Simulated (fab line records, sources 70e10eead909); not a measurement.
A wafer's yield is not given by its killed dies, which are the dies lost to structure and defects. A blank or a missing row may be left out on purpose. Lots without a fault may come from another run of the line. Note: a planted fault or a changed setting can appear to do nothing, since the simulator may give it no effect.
A sampling plan put to the test :: flow nand_harc :: one fab line, 36 faults that these records tell of, each judged on the records of the lots that it struck; 2 more are left out, because the records don't allow judging them
What counts as the plan is the set of the line's own looks, namely the steps on the route at which a gauge or an inspection reads a wafer and does not change it. Where struck wafers have a number at a look and the file lists that look's usual mean and standard deviation on fault-free wafers, the look can be judged. Caught: a look later than the fault's first step finds the struck wafers' mean 4 or more of those standard deviations (sigma) from the usual mean. On the tool: the identical test, applied to the tool's own readings at the steps of the fault. Also counted as caught: the struck wafers showing another recipe, or a record that is empty for them alone.

## THE FAULTS, as the simulator had put them in
1. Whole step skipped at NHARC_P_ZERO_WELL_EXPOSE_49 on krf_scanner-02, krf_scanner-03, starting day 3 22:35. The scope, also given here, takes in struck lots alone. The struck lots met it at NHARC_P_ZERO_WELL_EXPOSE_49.
2. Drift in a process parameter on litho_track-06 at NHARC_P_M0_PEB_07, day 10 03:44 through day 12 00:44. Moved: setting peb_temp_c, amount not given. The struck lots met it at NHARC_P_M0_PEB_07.
3. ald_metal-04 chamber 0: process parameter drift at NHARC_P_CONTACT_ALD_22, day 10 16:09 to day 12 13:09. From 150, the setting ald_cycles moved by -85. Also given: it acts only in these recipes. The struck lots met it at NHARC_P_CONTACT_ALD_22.
4. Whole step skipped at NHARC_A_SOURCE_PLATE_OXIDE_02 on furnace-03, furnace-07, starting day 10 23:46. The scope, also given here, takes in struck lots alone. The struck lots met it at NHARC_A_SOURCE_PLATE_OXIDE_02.
5. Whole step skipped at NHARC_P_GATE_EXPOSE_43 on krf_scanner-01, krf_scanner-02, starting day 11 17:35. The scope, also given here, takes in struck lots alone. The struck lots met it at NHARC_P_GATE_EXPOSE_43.
6. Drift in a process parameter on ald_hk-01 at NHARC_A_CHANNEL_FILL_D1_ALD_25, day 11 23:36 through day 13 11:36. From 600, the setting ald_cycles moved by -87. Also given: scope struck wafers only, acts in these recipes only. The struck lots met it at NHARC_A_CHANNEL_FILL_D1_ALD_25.
7. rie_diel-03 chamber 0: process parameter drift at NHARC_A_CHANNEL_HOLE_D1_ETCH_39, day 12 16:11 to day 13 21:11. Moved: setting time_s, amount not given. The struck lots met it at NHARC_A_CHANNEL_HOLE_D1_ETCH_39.
8. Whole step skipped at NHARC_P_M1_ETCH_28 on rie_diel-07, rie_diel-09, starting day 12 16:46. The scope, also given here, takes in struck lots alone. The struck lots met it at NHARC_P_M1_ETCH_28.
9. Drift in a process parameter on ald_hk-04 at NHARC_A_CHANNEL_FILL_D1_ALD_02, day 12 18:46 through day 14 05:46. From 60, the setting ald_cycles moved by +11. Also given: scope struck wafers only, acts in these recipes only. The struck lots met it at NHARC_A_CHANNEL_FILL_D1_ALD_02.
10. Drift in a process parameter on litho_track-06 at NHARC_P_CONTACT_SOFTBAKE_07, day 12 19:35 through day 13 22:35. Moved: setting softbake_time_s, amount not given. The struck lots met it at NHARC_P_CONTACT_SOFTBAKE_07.
11. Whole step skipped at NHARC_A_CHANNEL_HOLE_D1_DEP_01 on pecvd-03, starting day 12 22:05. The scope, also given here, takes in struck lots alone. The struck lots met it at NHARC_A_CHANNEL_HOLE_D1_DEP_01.
12. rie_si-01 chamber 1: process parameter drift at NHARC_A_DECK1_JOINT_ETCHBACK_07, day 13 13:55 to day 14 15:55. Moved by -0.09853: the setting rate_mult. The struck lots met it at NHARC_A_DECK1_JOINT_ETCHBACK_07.
13. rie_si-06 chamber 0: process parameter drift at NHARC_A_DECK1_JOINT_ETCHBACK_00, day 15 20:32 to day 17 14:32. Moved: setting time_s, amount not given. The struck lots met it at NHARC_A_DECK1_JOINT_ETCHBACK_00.
14. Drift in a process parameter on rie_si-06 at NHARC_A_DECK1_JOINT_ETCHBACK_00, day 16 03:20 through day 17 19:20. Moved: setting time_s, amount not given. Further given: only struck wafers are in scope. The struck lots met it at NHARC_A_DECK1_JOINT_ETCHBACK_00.
15. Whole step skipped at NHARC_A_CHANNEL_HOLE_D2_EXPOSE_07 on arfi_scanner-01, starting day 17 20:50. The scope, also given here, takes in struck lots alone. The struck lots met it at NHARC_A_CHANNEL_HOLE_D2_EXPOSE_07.
16. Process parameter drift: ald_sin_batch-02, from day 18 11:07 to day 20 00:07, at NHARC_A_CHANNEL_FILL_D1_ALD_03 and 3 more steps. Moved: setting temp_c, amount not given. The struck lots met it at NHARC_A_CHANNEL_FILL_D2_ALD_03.
17. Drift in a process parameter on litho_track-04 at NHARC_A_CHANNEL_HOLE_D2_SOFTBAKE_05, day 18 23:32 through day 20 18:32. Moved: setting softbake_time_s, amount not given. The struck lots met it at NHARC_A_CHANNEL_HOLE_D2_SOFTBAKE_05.
18. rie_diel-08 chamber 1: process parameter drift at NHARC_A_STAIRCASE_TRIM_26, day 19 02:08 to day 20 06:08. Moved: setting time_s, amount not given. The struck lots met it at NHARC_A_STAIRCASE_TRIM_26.
19. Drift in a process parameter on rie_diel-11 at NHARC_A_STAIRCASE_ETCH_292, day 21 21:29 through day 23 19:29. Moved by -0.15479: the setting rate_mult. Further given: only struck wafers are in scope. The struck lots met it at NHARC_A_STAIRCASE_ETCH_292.
20. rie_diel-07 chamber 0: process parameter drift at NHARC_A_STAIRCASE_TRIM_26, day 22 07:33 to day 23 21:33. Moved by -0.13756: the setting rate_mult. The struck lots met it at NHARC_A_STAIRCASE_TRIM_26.
21. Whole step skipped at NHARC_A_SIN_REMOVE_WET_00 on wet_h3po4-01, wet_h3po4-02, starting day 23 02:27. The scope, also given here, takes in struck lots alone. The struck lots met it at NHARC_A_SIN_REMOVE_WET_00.
22. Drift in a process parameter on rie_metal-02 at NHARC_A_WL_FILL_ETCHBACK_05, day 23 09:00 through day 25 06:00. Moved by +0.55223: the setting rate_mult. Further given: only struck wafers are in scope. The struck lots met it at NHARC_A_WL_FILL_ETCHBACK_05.
23. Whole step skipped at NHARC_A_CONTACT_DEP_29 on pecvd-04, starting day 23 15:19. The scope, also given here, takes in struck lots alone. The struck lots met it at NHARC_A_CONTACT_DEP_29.
24. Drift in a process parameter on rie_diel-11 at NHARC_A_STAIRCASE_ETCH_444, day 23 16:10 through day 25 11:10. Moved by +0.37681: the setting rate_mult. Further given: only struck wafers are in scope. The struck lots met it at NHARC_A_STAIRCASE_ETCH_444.
25. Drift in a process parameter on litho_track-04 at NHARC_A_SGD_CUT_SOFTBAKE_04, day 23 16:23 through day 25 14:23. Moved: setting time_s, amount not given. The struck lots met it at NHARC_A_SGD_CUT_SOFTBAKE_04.
26. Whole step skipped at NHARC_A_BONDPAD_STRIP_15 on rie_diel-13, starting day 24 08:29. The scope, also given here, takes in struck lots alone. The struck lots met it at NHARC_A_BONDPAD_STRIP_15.
27. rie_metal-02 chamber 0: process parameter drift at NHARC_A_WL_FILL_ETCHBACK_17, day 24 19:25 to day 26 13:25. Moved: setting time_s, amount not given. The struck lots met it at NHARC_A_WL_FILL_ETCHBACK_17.
28. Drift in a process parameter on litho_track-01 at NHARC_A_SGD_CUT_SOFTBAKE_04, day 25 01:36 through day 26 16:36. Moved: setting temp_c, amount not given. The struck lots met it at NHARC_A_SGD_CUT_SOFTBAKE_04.
29. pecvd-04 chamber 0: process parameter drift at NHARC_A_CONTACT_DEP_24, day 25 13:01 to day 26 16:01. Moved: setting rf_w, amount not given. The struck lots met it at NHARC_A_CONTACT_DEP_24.
30. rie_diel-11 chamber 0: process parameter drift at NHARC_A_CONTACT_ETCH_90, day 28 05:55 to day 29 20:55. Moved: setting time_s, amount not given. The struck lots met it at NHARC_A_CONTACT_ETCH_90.
31. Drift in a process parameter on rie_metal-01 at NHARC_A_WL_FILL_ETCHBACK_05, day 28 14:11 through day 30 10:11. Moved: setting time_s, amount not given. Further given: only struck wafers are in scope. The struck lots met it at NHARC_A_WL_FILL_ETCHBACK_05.
32. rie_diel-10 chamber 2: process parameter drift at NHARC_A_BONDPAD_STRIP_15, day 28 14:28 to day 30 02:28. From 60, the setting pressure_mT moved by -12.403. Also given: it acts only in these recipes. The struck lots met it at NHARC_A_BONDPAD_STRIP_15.
33. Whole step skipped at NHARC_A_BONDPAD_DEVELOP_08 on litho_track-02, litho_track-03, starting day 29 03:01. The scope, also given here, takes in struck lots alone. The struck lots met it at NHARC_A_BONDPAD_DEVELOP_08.
34. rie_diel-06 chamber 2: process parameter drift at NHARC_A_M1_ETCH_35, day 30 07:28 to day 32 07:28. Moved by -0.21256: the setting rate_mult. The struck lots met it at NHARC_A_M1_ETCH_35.
35. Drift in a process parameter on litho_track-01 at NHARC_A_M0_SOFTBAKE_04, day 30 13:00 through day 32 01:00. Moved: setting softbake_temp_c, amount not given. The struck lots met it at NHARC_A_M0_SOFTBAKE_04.
36. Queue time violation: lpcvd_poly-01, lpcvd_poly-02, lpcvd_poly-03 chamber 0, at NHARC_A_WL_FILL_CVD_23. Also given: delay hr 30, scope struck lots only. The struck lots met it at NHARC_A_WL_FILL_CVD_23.

## WHAT THE PLAN SAW
fault: 1
on the tool itself: no reading that can be judged
first look that catches it: no look after it can be judged
reading, sigma: -
median hours from its first step to that look: -
hours from the fault's start to the first struck lot there: -
judged looks passed uncaught: 0

fault: 2
on the tool itself: plate_temp_C -25 sigma
first look that catches it: no look after it can be judged
reading, sigma: -
median hours from its first step to that look: -
hours from the fault's start to the first struck lot there: -
judged looks passed uncaught: 0

fault: 3
on the tool itself: under 2 sigma
first look that catches it: no look after it can be judged
reading, sigma: -
median hours from its first step to that look: -
hours from the fault's start to the first struck lot there: -
judged looks passed uncaught: 0

fault: 4
on the tool itself: the tool's record is blank for the struck wafers
first look that catches it: no look after it can be judged
reading, sigma: -
median hours from its first step to that look: -
hours from the fault's start to the first struck lot there: -
judged looks passed uncaught: 0

fault: 5
on the tool itself: no reading that can be judged
first look that catches it: no look after it can be judged
reading, sigma: -
median hours from its first step to that look: -
hours from the fault's start to the first struck lot there: -
judged looks passed uncaught: 0

fault: 6
on the tool itself: under 2 sigma
first look that catches it: no look after it can be judged
reading, sigma: -
median hours from its first step to that look: -
hours from the fault's start to the first struck lot there: -
judged looks passed uncaught: 0

fault: 7
on the tool itself: run_length_s -99 or beyond sigma
first look that catches it: no look after it can be judged
reading, sigma: -
median hours from its first step to that look: -
hours from the fault's start to the first struck lot there: -
judged looks passed uncaught: 0

fault: 8
on the tool itself: the tool's record is blank for the struck wafers
first look that catches it: no look after it can be judged
reading, sigma: -
median hours from its first step to that look: -
hours from the fault's start to the first struck lot there: -
judged looks passed uncaught: 0

fault: 9
on the tool itself: under 2 sigma
first look that catches it: not the one look that can be judged after it
reading, sigma: -
median hours from its first step to that look: -
hours from the fault's start to the first struck lot there: -
judged looks passed uncaught: 1

fault: 10
on the tool itself: heater_power_total_W +99 or beyond sigma
first look that catches it: not the one look that can be judged after it
reading, sigma: -
median hours from its first step to that look: -
hours from the fault's start to the first struck lot there: -
judged looks passed uncaught: 1

fault: 11
on the tool itself: the tool's record is blank for the struck wafers
first look that catches it: not the one look that can be judged after it
reading, sigma: -
median hours from its first step to that look: -
hours from the fault's start to the first struck lot there: -
judged looks passed uncaught: 1

fault: 12
on the tool itself: oes_product_au -5.3 sigma
first look that catches it: no look after it can be judged
reading, sigma: -
median hours from its first step to that look: -
hours from the fault's start to the first struck lot there: -
judged looks passed uncaught: 0

fault: 13
on the tool itself: run_length_s +8.0 sigma
first look that catches it: none of the 2 looks that can be judged after it
reading, sigma: -
median hours from its first step to that look: -
hours from the fault's start to the first struck lot there: -
judged looks passed uncaught: 2

fault: 14
on the tool itself: run_length_s +6.5 sigma
first look that catches it: no look after it can be judged
reading, sigma: -
median hours from its first step to that look: -
hours from the fault's start to the first struck lot there: -
judged looks passed uncaught: 0

fault: 15
on the tool itself: no reading that can be judged
first look that catches it: no look after it can be judged
reading, sigma: -
median hours from its first step to that look: -
hours from the fault's start to the first struck lot there: -
judged looks passed uncaught: 0

fault: 16
on the tool itself: susceptor_temp_C -71 sigma
first look that catches it: no look after it can be judged
reading, sigma: -
median hours from its first step to that look: -
hours from the fault's start to the first struck lot there: -
judged looks passed uncaught: 0

fault: 17
on the tool itself: heater_power_total_W +99 or beyond sigma
first look that catches it: not the one look that can be judged after it
reading, sigma: -
median hours from its first step to that look: -
hours from the fault's start to the first struck lot there: -
judged looks passed uncaught: 1

fault: 18
on the tool itself: run_length_s +99 or beyond sigma
first look that catches it: no look after it can be judged
reading, sigma: -
median hours from its first step to that look: -
hours from the fault's start to the first struck lot there: -
judged looks passed uncaught: 0

fault: 19
on the tool itself: oes_product_au -4.3 sigma
first look that catches it: no look after it can be judged
reading, sigma: -
median hours from its first step to that look: -
hours from the fault's start to the first struck lot there: -
judged looks passed uncaught: 0

fault: 20
on the tool itself: oes_product_au -8.9 sigma
first look that catches it: not the one look that can be judged after it
reading, sigma: -
median hours from its first step to that look: -
hours from the fault's start to the first struck lot there: -
judged looks passed uncaught: 1

fault: 21
on the tool itself: the tool's record is blank for the struck wafers
first look that catches it: no look after it can be judged
reading, sigma: -
median hours from its first step to that look: -
hours from the fault's start to the first struck lot there: -
judged looks passed uncaught: 0

fault: 22
on the tool itself: oes_product_au +37 sigma
first look that catches it: no look after it can be judged
reading, sigma: -
median hours from its first step to that look: -
hours from the fault's start to the first struck lot there: -
judged looks passed uncaught: 0

fault: 23
on the tool itself: the tool's record is blank for the struck wafers
first look that catches it: no look after it can be judged
reading, sigma: -
median hours from its first step to that look: -
hours from the fault's start to the first struck lot there: -
judged looks passed uncaught: 0

fault: 24
on the tool itself: oes_product_au +13 sigma
first look that catches it: no look after it can be judged
reading, sigma: -
median hours from its first step to that look: -
hours from the fault's start to the first struck lot there: -
judged looks passed uncaught: 0

fault: 25
on the tool itself: heater_power_total_W +99 or beyond sigma
first look that catches it: not the one look that can be judged after it
reading, sigma: -
median hours from its first step to that look: -
hours from the fault's start to the first struck lot there: -
judged looks passed uncaught: 1

fault: 26
on the tool itself: the tool's record is blank for the struck wafers
first look that catches it: not the one look that can be judged after it
reading, sigma: -
median hours from its first step to that look: -
hours from the fault's start to the first struck lot there: -
judged looks passed uncaught: 1

fault: 27
on the tool itself: run_length_s -34 sigma
first look that catches it: not the one look that can be judged after it
reading, sigma: -
median hours from its first step to that look: -
hours from the fault's start to the first struck lot there: -
judged looks passed uncaught: 1

fault: 28
on the tool itself: heater_power_total_W +11 sigma
first look that catches it: no look after it can be judged
reading, sigma: -
median hours from its first step to that look: -
hours from the fault's start to the first struck lot there: -
judged looks passed uncaught: 0

fault: 29
on the tool itself: rf_fwd_power_W +99 or beyond sigma
first look that catches it: not the one look that can be judged after it
reading, sigma: -
median hours from its first step to that look: -
hours from the fault's start to the first struck lot there: -
judged looks passed uncaught: 1

fault: 30
on the tool itself: run_length_s -78 sigma
first look that catches it: no look after it can be judged
reading, sigma: -
median hours from its first step to that look: -
hours from the fault's start to the first struck lot there: -
judged looks passed uncaught: 0

fault: 31
on the tool itself: run_length_s +8.2 sigma
first look that catches it: no look after it can be judged
reading, sigma: -
median hours from its first step to that look: -
hours from the fault's start to the first struck lot there: -
judged looks passed uncaught: 0

fault: 32
on the tool itself: chamber_pressure_mTorr -99 or beyond sigma
first look that catches it: not the one look that can be judged after it
reading, sigma: strongest: killed_at_array at NHARC_END_SORT_01, +2.7
median hours from its first step to that look: -
hours from the fault's start to the first struck lot there: -
judged looks passed uncaught: 1

fault: 33
on the tool itself: the tool's record is blank for the struck wafers
first look that catches it: not the one look that can be judged after it
reading, sigma: -
median hours from its first step to that look: -
hours from the fault's start to the first struck lot there: -
judged looks passed uncaught: 1

fault: 34
on the tool itself: oes_product_au -14 sigma
first look that catches it: not the one look that can be judged after it
reading, sigma: -
median hours from its first step to that look: -
hours from the fault's start to the first struck lot there: -
judged looks passed uncaught: 1

fault: 35
on the tool itself: heater_power_total_W +20 sigma
first look that catches it: not the one look that can be judged after it
reading, sigma: -
median hours from its first step to that look: -
hours from the fault's start to the first struck lot there: -
judged looks passed uncaught: 1

fault: 36
on the tool itself: under 2 sigma
first look that catches it: not the one look that can be judged after it
reading, sigma: -
median hours from its first step to that look: -
hours from the fault's start to the first struck lot there: -
judged looks passed uncaught: 1
Dash: fault not caught, or number not given in these records.

Caught at a look: 0 of 36. Caught on the tool: 29 of 36. By one or the other: 29 of 36.
On the tool alone, faults 2, 4, 7, 8, 10, 11, 12, 13, 14, 16, 17, 18, 19, 20, 21, 22, 23, 24, 25, 26, 27, 28, 29, 30, 31, 32, 33, 34, 35 were caught.
Caught by neither: faults 1, 3, 5, 6, 9, 15, 36.
